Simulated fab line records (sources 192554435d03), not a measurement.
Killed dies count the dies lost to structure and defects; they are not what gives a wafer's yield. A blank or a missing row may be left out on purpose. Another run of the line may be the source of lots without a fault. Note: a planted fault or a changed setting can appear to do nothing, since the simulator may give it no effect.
Which of the tools did it?    flow n5_finfet    13 lots, 38 wafers sampled, at 1 step of a route of 1938

WHAT THE GAUGES READ, wafer by wafer
N5_BEOL_M10_OCD_MEAS_38.
lot   measured      on      trench_depth_nm (nm)
L305  day 10 21:40  ocd-01  148 149 148
L309  day 11 07:16  ocd-02  148 144 148
L312  day 11 18:49  ocd-02  145 149 149
L311  day 12 00:50  ocd-02  144 141 142
L314  day 12 01:32  ocd-02  142 146
L315  day 12 23:21  ocd-01  148 148 150
L317  day 13 14:17  ocd-02  144 146 144
L319  day 13 17:39  ocd-02  145 155 155
L320  day 14 07:57  ocd-01  148 147 148
L318  day 14 13:40  ocd-01  147 143 147
L324  day 15 00:25  ocd-01  152 141 152
L326  day 16 06:25  ocd-01  145 152 143
L328  day 16 12:25  ocd-02  154 153 152

WHICH TOOL RAN EACH LOT (tool, then ch and the chambers of the sampled wafers, then the start)
Before these readings, the record contains no process step.

WHAT THE TOOLS THEMSELVES READ (means of the sampled wafers that have a number; where no wafer has one, the mark that the record gives instead)
The record holds no such reading with a usual standard deviation.

THE ANSWER, worked out from the rows above alone
Rule: the lots themselves supply what counts as usual. Put in order of their means at a reading, lots are off if they are a third of the lots or fewer, leave a main group of 4 or more, and stand apart from it by a gap of 3 or more times the standard deviation of the main group's means; of several such gaps the widest counts. Not used: any main group whose means are identical at the precision the tables above print for the reading. A lot without any number at a reading at which 4 lots or more have one is off too. All remaining lots with rows at the step are treated as sound. After the gauges, taken in route order, come the tools' own readings; for these a lot's mean is taken, as printed above. The first step at which some lot is off is used, and at that step the reading that is off furthest; a lot without a number counts as furthest.
No lot is off on any of the readings shown, so nothing can be concluded from this.

WHAT THE SIMULATOR HAD PUT IN
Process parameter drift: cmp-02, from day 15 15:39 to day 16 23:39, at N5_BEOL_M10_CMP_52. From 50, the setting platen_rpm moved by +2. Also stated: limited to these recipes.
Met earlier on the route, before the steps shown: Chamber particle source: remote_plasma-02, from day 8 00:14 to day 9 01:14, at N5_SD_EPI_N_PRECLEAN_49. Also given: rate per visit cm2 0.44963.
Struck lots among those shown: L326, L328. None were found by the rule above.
